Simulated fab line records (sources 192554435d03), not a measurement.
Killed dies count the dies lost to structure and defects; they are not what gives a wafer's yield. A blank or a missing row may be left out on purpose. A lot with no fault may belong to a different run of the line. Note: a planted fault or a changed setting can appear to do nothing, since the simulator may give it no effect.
fab line records	flow n5-finfet
record: lots: 11	wafers: 32	last-day: 17
route steps=1938 shown HKMG_FIN@456 TV_OPEN@1888 PASSIVATION@1936
lots with no fault: from the same line, run without faults
start-h: hours from the record's opening day to when the first of the lot's shown wafers began	wait-h: how many hours have passed since the lot's step before this one	" identical to the entry in the row above	L1.1+2: a single row standing in for several wafers	- no value, or no start was given	* or withheld: withheld	< > ~ a bound
route shown NAME@n: NAME is a module with steps in the file, n the number in the route of the first one	usual: mean/standard deviation taken from wafers without a fault	same: alike in all rows	chamber/n: place in a boat	sites: per-site readings	_std_site: standard deviation of those values	_edge_site: inner sites' mean taken away from outer sites' mean	radius-mm: how far each site lies from the wafer's centre	mask NAME#n: copy n	behind: tool/chamber where the wafer was last shaped	hold: why the lot went on hold/how many hours it stayed there/how the hold came to an end	device: the n, p or np transistor that did not switch	end of line: tests run on the same wafers once the route is complete	a step with no rows: only its recipe	killed: dies that structure and defects cost at the first sort, which is not the same as the wafer's yield	map: dies across one wafer; x = killed, . = not, _ = none there
set.NAME: the setting that was run; set.NAME@STEP: the one run at that earlier step	model.NAME: the simulator's own value behind a step, which no gauge read
one table for each step of the route and one row for each wafer, over a sample of lots
services: from which hour (start-h, from the record's first day; less than 0 if before it) a tool's chamber was out of use, for how many hours, and why
== steps ==
step: N5_HKMG_FIN_ALD_21
recipe: material: TiN	target-thk-a: 15	temp-c: 400	ald-precursor-family: TiCl4	ald-co-reactant: NH3	pulse-time-s: 1	purge-time-s: 3	co-reactant-purge-time-s: 2	co-reactant-pulse-time-s: 2	ald-cycles: 68	pressure-torr: 3
usual: heater-power-w: 873/97	precursor-pulse-height-rel: 0.999/0.019
same: co-reactant-purge-time-s: 2
lot.wafer	tool	chamber	start-h	wait-h	heater-power-w	precursor-pulse-height-rel
L252.2	ald-metal-02	2	77.50	0.3	783	0.971
L252.3	"	1	"	"	811	0.993
L252.4	"	3	"	"	893	1.003
L253.3	ald-metal-01	0	84.49	0.1	756	0.990
L253.5	"	2	"	"	1043	0.981
L254.1	ald-metal-02	0	89.67	0.3	942	1.003
L254.2	"	1	"	"	782	0.972
L254.5	"	0	"	"	973	1.045
L256.3	ald-metal-03	3	106.31	0.2	713	0.992
L256.5	"	2	"	"	819	0.991
L256.6	"	1	"	"	914	0.985
L259.1	ald-metal-01	0	125.09	0.3	759	0.999
L259.2	"	3	"	"	916	0.986
L259.3	"	1	"	"	1002	0.999
L260.1	ald-metal-03	2	129.72	0.3	836	0.992
L260.3	"	1	"	"	925	0.999
L260.6	"	3	"	"	723	0.999
L263.1	ald-metal-01	1	145.03	0.4	966	1.018
L263.2	"	0	"	"	775	0.998
L263.5	"	2	"	"	1052	1.012
L267.2	ald-metal-01	0	168.87	0.3	775	0.985
L267.3	"	2	"	"	1050	1.013
L267.6	"	3	"	"	919	0.946
L269.2	ald-metal-02	2	180.54	0.3	779	0.995
L269.4	"	1	"	"	775	1.053
L269.5	"	3	"	"	888	0.997
L270.1	ald-metal-02	1	187.48	0.3	783	0.966
L270.4	"	2	"	"	765	1.025
L270.6	"	1	"	"	802	1.037
L275.2	ald-metal-01	2	219.32	0.3	1085	1.007
L275.3	"	1	"	"	985	1.018
L275.6	"	2	"	"	1054	0.981
step: N5_PASSIVATION_VIA_ETCH_13
recipe: chemistry: CHF3/O2	target: SiO2	target-depth-a: 6600	CHF3_flow_sccm: 50	O2_flow_sccm: 5	Ar_flow_sccm: 200	time-s: 330	mask-material: PR	pressure-mtorr: 30	source-w: 650	bias-w: 170	ion-energy-ev: 200	ends: cleared
usual: drypump-motor-current-A: 5.8/0.42	etch-rf-on-time-s: 239/4.7	oes_f_703_au: 0.75/0.08	oes-product-au: 0.68/0.077	rf-vpp-V: 527/11	showerhead-plenum-p-Torr: 2.41/0.09	throttle-valve-pct: 18.97/0.22
lot.wafer	tool	chamber	start-h	wait-h	drypump-motor-current-A	etch-rf-on-time-s	oes_f_703_au	oes-product-au	rf-hours-counter-h	rf-vpp-V	showerhead-plenum-p-Torr	throttle-valve-pct
L252.2	rie-diel-05	1	263.59	0.0	5.7	238	0.69	0.63	198	531	2.31	19.37
L252.3	"	2	"	"	5.6	240	0.70	0.63	236	506	2.48	18.99
L252.4	"	0	"	"	5.9	237	0.81	0.74	98	546	2.52	18.94
L253.3	rie-diel-05	3	265.04	0.0	5.6	235	0.69	0.62	242	528	2.48	19.06
L253.5	"	2	"	"	5.6	246	0.71	0.63	-	507	2.48	19.01
L254.1	rie-diel-05	1	268.75	0.0	5.7	240	0.69	0.63	199	532	2.31	19.38
L254.2	"	3	"	"	5.6	236	0.69	0.62	243	530	2.48	19.04
L254.5	"	0	"	"	5.9	238	0.81	0.73	-	546	2.52	18.95
L256.3	rie-diel-01	0	285.45	0.0	6.0	240	0.76	0.67	180	521	2.30	19.11
L256.5	"	0	"	"	6.1	243	0.76	0.68	-	522	2.30	19.11
L256.6	"	3	"	"	5.0	239	0.69	0.62	-	525	2.30	18.99
L259.1	rie-diel-05	1	302.56	0.0	5.7	245	0.69	0.62	209	532	2.30	19.38
L259.2	"	0	"	"	5.9	235	0.80	0.72	110	547	2.52	18.95
L259.3	"	2	"	"	5.6	244	0.70	0.62	248	506	2.48	19.02
L260.1	rie-diel-05	1	328.40	0.0	5.7	242	0.68	0.62	218	533	2.30	19.39
L260.3	"	0	"	"	5.8	235	0.79	0.73	119	547	2.52	18.99
L260.6	"	0	"	"	5.9	241	0.79	0.72	-	546	2.52	18.98
L263.1	rie-diel-01	0	347.23	0.0	6.0	237	0.74	0.67	201	520	2.29	19.15
L263.2	"	1	"	"	6.5	234	0.79	0.75	93	522	2.42	18.73
L263.5	"	0	"	"	6.0	240	0.74	0.67	-	523	2.29	19.16
L269.2	rie-diel-01	1	375.35	0.0	6.5	238	0.79	0.73	99	521	2.41	18.76
L269.4	"	2	"	"	6.0	246	0.68	0.62	-	544	2.48	19.18
L269.5	"	1	"	"	6.5	244	0.79	0.74	-	520	2.41	18.73
L267.2	rie-diel-01	2	379.02	0.0	6.0	233	0.68	0.62	243	543	2.48	19.17
L267.3	"	1	"	"	6.5	236	0.78	0.73	101	521	2.41	18.76
L267.6	"	1	"	"	6.5	239	0.79	0.73	-	521	2.41	18.74
L270.1	rie-diel-05	0	385.22	0.0	5.9	234	0.78	0.71	132	546	2.51	18.99
L270.4	"	1	"	"	5.7	250	0.67	0.62	233	531	2.29	19.43
L270.6	"	3	"	"	5.6	241	0.87	0.80	-	529	2.47	18.68
L275.2	rie-diel-05	1	403.08	0.0	5.7	239	0.67	0.61	236	530	2.29	19.44
L275.3	"	2	"	"	5.6	241	0.89	0.80	19	507	2.47	18.63
L275.6	"	1	"	"	5.7	246	0.67	0.61	-	532	2.29	19.44
step: N5_PASSIVATION_ETCH_15
recipe: chemistry: CF4/N2	target: SiCN	target-depth-a: 750	taper-deg: 2	time-s: 81.2	ion-energy-ev: 150	mask-material: SiNx	pressure-mtorr: 40	source-w: 430	bias-w: 70	Ar_flow_sccm: 100	cf4-flow-sccm: 60	n2-flow-sccm: 60
usual: drypump-motor-current-A: 5.8/0.42	oes-product-au: 0.75/0.085	rf-vpp-V: 382.1/2.2	showerhead-plenum-p-Torr: 2.20/0.083	throttle-valve-pct: 15.53/0.23
lot.wafer	tool	chamber	start-h	wait-h	drypump-motor-current-A	oes-product-au	rf-hours-counter-h	rf-vpp-V	showerhead-plenum-p-Torr	throttle-valve-pct
L252.2	rie-diel-05	1	-	-	5.7	0.69	198	379.7	2.10	15.86
L252.3	"	2	"	"	5.6	0.70	236	383.4	2.27	15.59
L252.4	"	0	"	"	5.8	0.81	98	384.5	2.31	15.49
L253.3	rie-diel-05	3	-	-	5.6	0.70	243	384.4	2.26	15.59
L253.5	"	2	"	"	5.6	0.70	-	384.8	2.27	15.58
L254.1	rie-diel-05	1	-	-	5.7	0.69	199	380.4	2.10	15.86
L254.2	"	3	"	"	5.6	0.69	243	385.0	2.26	15.58
L254.5	"	0	"	"	5.8	0.81	-	385.0	2.31	15.48
L256.3	rie-diel-01	0	-	-	6.0	0.74	180	380.0	2.11	15.70
L256.5	"	0	"	"	6.1	0.74	-	379.7	2.11	15.69
L256.6	"	3	"	"	5.0	0.69	-	378.3	2.10	15.54
L259.1	rie-diel-05	1	-	-	5.7	0.69	209	380.1	2.10	15.89
L259.2	"	0	"	"	5.9	0.80	110	385.4	2.31	15.50
L259.3	"	2	"	"	5.6	0.69	248	382.9	2.27	15.59
L260.1	rie-diel-05	1	-	-	5.7	0.68	218	380.8	2.10	15.90
L260.3	"	0	"	"	5.9	0.78	119	384.6	2.30	15.52
L260.6	"	0	"	"	5.9	0.80	-	384.7	2.30	15.53
L263.1	rie-diel-01	0	-	-	6.0	0.74	201	378.9	2.10	15.73
L263.2	"	1	"	"	6.5	0.81	93	382.6	2.22	15.36
L263.5	"	0	"	"	6.0	0.74	-	378.3	2.10	15.73
L269.2	rie-diel-01	1	-	-	6.5	0.81	99	380.7	2.22	15.37
L269.4	"	2	"	"	6.0	0.67	-	383.2	2.27	15.79
L269.5	"	1	"	"	6.5	0.80	-	383.6	2.22	15.36
L267.2	rie-diel-01	2	-	-	5.9	0.67	243	384.4	2.27	15.79
L267.3	"	1	"	"	6.5	0.81	101	382.6	2.22	15.37
L267.6	"	1	"	"	6.5	0.80	-	382.3	2.22	15.38
L270.1	rie-diel-05	0	-	-	5.8	0.79	133	384.1	2.30	15.56
L270.4	"	1	"	"	5.7	0.67	233	379.4	2.09	15.94
L270.6	"	3	"	"	5.6	0.87	-	382.9	2.25	15.13
L275.2	rie-diel-05	1	-	-	5.7	0.67	237	379.7	2.09	15.95
L275.3	"	2	"	"	5.6	0.88	19	383.6	2.26	15.13
L275.6	"	1	"	"	5.7	0.67	-	379.6	2.09	15.94
step: N5_PASSIVATION_PROBE_49
usual: defect-limited-yield: 91.0/1.3	killed_at_M0_to_M3: 36/9.5	killed_at_M4_up: 14/5.6	killed-at-contacts: 12/6.4	killed-at-front-end: 40/10	killed-at-other: 3.2/3	killed-dies: 107/15	killed-on-rim: 15/4.5	killed-open: 69/12	killed-short: 35/7.7	sort_bin_5_function: 5.3/0.91	sort_bin_6_memory: 3.3/0.65	sort-n-pass: 1073/15	sort-yield-pct: 91.0/1.3
same: gross-dies: 1180	killed-at-back-side: 0	sort_bin_4_leakage[%]: 0	sort_bin_8_speed[%]: 0
lot.wafer	tool	chamber	start-h	wait-h	defect-limited-yield[%]	killed_at_M0_to_M3	killed_at_M4_up	killed-at-contacts	killed-at-front-end	killed-at-other	killed-dies	killed-on-rim	killed-open	killed-short	sort_bin_5_function[%]	sort_bin_6_memory[%]	sort-n-pass	sort-yield-pct[%]
L259.1	prober-01	-	309.29	0.0	93.0	33	10	3	30	7	83	14	55	28	3.9	2.7	1097	93.0
L259.2	prober-01	-	309.34	0.1	91.2	35	12	11	44	2	104	12	69	30	5.0	3.0	1076	91.2
L259.3	prober-01	-	309.39	0.1	92.7	19	13	13	40	1	86	7	61	24	3.9	3.2	1094	92.7
L263.1	prober-01	-	354.68	0.0	81.1	24	12	5	176	6	223	23	57	35	12.1	4.0	957	81.1
L263.2	prober-01	-	354.73	0.1	82.0	23	8	11	169	1	212	21	37	38	11.3	4.0	968	82.0
L263.5	prober-01	-	354.88	0.2	83.2	38	5	12	141	2	198	33	70	39	9.7	4.5	982	83.2
L267.2	prober-02	-	385.79	0.1	78.8	36	17	5	179	13	250	23	69	37	12.8	4.7	930	78.8
L267.3	prober-02	-	385.84	0.1	83.1	44	22	3	121	10	200	34	75	33	10.3	4.3	980	83.1
L267.6	prober-02	-	385.99	0.3	81.2	29	12	13	165	3	222	29	46	45	11.9	4.0	958	81.2
killed by level:class
L259.1 BEOL_M3:geometric-particle:open=12 BEOL_M0_SAQP:geometric-particle:short=10 FIN_SAQP:geometric-particle:short=6 BEOL_M4:geometric-particle:open=6 BEOL_M0_SAQP:geometric-particle:open=5 FIN_SAQP:geometric-particle:open=4 STI_FIN_REVEAL:geometric-particle:open=4 STARTING-WAFER:geometric-particle:open=4
L259.2 BEOL_M0_SAQP:geometric-particle:open=12 MOL_CONTACT_COAG:geometric-particle:open=10 BEOL_M3:geometric-particle:open=10 FIN_SAQP:geometric-particle:open=8 FIN_SAQP:geometric-particle:short=7 BEOL_M4:geometric-particle:open=7 BEOL_M0_SAQP:geometric-particle:short=6 STI_FIN_REVEAL:geometric-particle:open=5
L259.3 FIN_SAQP:geometric-particle:open=12 MOL_CONTACT_COAG:geometric-particle:open=10 FIN_SAQP:geometric-particle:short=7 BEOL_M4:geometric-particle:open=7 DUMMY_GATE:geometric-particle:open=5 SPACER0:geometric-particle:short=5 BEOL_M0_SAQP:geometric-particle:open=5 STI_FIN_REVEAL:geometric-particle:open=4
L263.1 HKMG_FIN:unspecified=129 STI_FIN_REVEAL:geometric-particle:open=12 FIN_SAQP:geometric-particle:short=8 BEOL_M0_SAQP:geometric-particle:short=8 FIN_SAQP:geometric-particle:open=7 BEOL_M0_SAQP:geometric-particle:open=6 STI_FIN_REVEAL:geometric-particle:short=5 BEOL_M3:geometric-particle:open=4
L263.2 HKMG_FIN:unspecified=137 MOL_CONTACT_COAG:geometric-particle:open=9 FIN_SAQP:geometric-particle:short=8 STI_FIN_REVEAL:geometric-particle:open=5 GATE_CUT:geometric-particle:short=5 BEOL_M0_SAQP:geometric-particle:short=5 DUMMY_GATE:geometric-particle:open=4 BEOL_M0_SAQP:geometric-particle:open=4
L263.5 HKMG_FIN:unspecified=87 BEOL_M0_SAQP:geometric-particle:open=14 FIN_SAQP:geometric-particle:short=10 MOL_CONTACT_COAG:geometric-particle:open=10 GATE_CUT:geometric-particle:short=9 BEOL_M3:geometric-particle:open=8 FIN_SAQP:geometric-particle:open=7 BEOL_M0_SAQP:geometric-particle:short=7
L267.2 HKMG_FIN:unspecified=144 DUMMY_GATE:geometric-particle:open=8 BEOL_M0_SAQP:geometric-particle:open=7 BEOL_M0_SAQP:geometric-particle:short=7 BEOL_M3:geometric-particle:open=7 BEOL_M4:geometric-particle:open=7 STI_FIN_REVEAL:geometric-particle:open=6 MIM_TOP_ETCH:geometric-particle:open=6
L267.3 HKMG_FIN:unspecified=92 BEOL_M4:geometric-particle:open=11 BEOL_M0_SAQP:geometric-particle:short=10 BEOL_M2:geometric-particle:open=10 STI_FIN_REVEAL:geometric-particle:open=6 BEOL_M0_SAQP:geometric-particle:open=6 BEOL_M1:geometric-particle:open=6 FIN_SAQP:geometric-particle:open=4
L267.6 HKMG_FIN:unspecified=131 FIN_SAQP:geometric-particle:short=17 MOL_CONTACT_COAG:geometric-particle:open=8 BEOL_M0_SAQP:geometric-particle:short=7 BEOL_M0_SAQP:geometric-particle:open=7 BEOL_M4:geometric-particle:open=6 GATE_CUT:geometric-particle:short=5 MOL_CONTACT_COAG:geometric-particle:short=5
== services ==
tool	chamber	start-h	hours	kind
rie-diel-01	3	76.84	10.0	repair
rie-diel-05	1	91.99	2.6	repair
ald-metal-03	-	103.90	0.6	repair
ald-metal-02	3	120.85	3.3	repair
ald-metal-02	-	160.91	2.8	pm
ald-metal-01	1	166.47	37.5	repair
ald-metal-01	-	174.89	1.0	repair
rie-diel-05	1	177.64	1.4	repair
rie-diel-01	0	181.02	4.1	repair
ald-metal-03	-	194.52	6.0	pm
ald-metal-01	-	202.97	0.9	repair
ald-metal-02	0	232.68	5.0	repair
ald-metal-03	-	234.85	8.7	pm
ald-metal-03	0	250.12	27.4	repair
ald-metal-02	3	253.00	4.2	repair
ald-metal-02	-	262.73	0.6	repair
ald-metal-02	-	283.56	8.7	pm
rie-diel-05	3	291.67	-	clean
rie-diel-05	3	291.67	-	consumable-replace:focus-ring
rie-diel-05	3	291.67	12.5	scheduled-down
rie-diel-05	3	291.67	12.5	vent-cycle
rie-diel-05	0	365.70	8.6	repair
ald-metal-02	3	381.36	11.6	repair
rie-diel-05	-	399.12	0.8	repair
== key ==
first-sign: step: N5_PASSIVATION_PROBE_49	reading: killed-at-front-end	direction: up	sigmas: 12	usual: 40	struck: 158
effect: step: N5_PASSIVATION_PROBE_49	reading: defect-limited-yield	direction: down	sigmas: 7.2	usual: 91.0	struck: 81.6
more-kills-born-at: N5_HKMG_FIN_ALD_21@ald-metal-01: 720
met-at N5_HKMG_FIN_ALD_21
struck-lots L263,L267
not-acting-at N5_PASSIVATION_VIA_ETCH_13,N5_PASSIVATION_ETCH_15
onset-between 125.09 145.03
fault: kind: chamber-particle-source	tool: ald-metal-01	chamber: -	onset-h: 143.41	steps: N5_HKMG_FIN_ALD_21	rate-per-visit-cm2: 1.2056	end-h: 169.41
